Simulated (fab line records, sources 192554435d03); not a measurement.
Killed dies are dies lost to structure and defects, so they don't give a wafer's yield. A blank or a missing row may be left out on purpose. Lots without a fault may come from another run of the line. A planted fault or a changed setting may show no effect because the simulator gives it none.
Problem report in the 8D (eight disciplines) form, filled by code | flow n5_finfet | the parts of the form that need people (team, actions taken, sign-off) are left out

1. THE PROBLEM
barrier_field_endpoint_s at N5_BEOL_M12_CMP_49 reads a mean of 16.7 s on 3 wafers of 2 lots; wafers without a fault read 30.1 s with a standard deviation of 0.69. That is -19 standard deviations from the usual mean.
The step: polishes, stops on SiOC, t overpolish 20.6 s, target thk 320 nm.
First seen on wafer L678.1, day 16 14:38, on cmp-04. The record holds 31 wafers of 11 lots with a number at this step. Rule for "out", or "out of limits": more than 4 standard deviations from the usual mean. The other wafers with a number count as sound.

2. WHAT IT IS AND WHAT IT IS NOT
question                    | is                       | is not
which readings at this step | barrier_field_endpoint_s | overpolish_run_s, platen_rpm
which lots                  | L678, L680               | L658, L665, L666, L667, L668, L669, L670, L671, L673
which wafers of those lots  | L678.1, L680.1, L680.5   | L678.4
read on which tools         | cmp-04                   | cmp-01, cmp-02
when                        | from day 16 14:38        | up to then (28 sound wafers)

3. SUSPECTS, AND WHAT RULES EACH OUT
Counting: a tool at a process step up to the reading stays a suspect if it ran every lot that is out. Sound lots after the first of them don't rule it out here, since some wafers of a struck lot are sound.
- cmp-04 at N5_BEOL_M12_CMP_49 (polishes, stops on SiOC, t overpolish 20.6 s, target thk 320 nm): kept. It ran every lot that is out, first L678 (day 16 14:38); its last sound lot up to then is L673 (day 14 15:20). Its own readings are out on those wafers: barrier_field_endpoint_s.
Left after counting: cmp-04 at N5_BEOL_M12_CMP_49.

4. THE CAUSE (what the simulator had put in)
Process parameter drift: cmp-04, from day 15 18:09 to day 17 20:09, at N5_BEOL_M12_CMP_49. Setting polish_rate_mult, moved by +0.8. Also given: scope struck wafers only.
Counting left only this tool.

5. THE CHAIN OF EFFECTS, in route order
Each row: a reading whose mean over the struck wafers that have a number lies more than 3 standard deviations from the usual. Only readings for which the record gives a usual standard deviation are gone through. hours: the time from each lot's start at the first step in this table that gives one to its start at this step, as a median over the lots. sigmas: the change in usual standard deviations.
hours | step               | reading                  | usual  | on struck wafers | change | sigmas
0     | N5_BEOL_M12_CMP_49 | barrier_field_endpoint_s | 30.1 s | 16.7             | -13.4  | -19
The process steps in it:
- N5_BEOL_M12_CMP_49: polishes, stops on SiOC, t overpolish 20.6 s, target thk 320 nm.

6. WHAT WOULD HAVE CAUGHT IT SOONER
In this record the first reading out of limits was taken at day 16 14:38, 20 hours after the fault began at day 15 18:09.
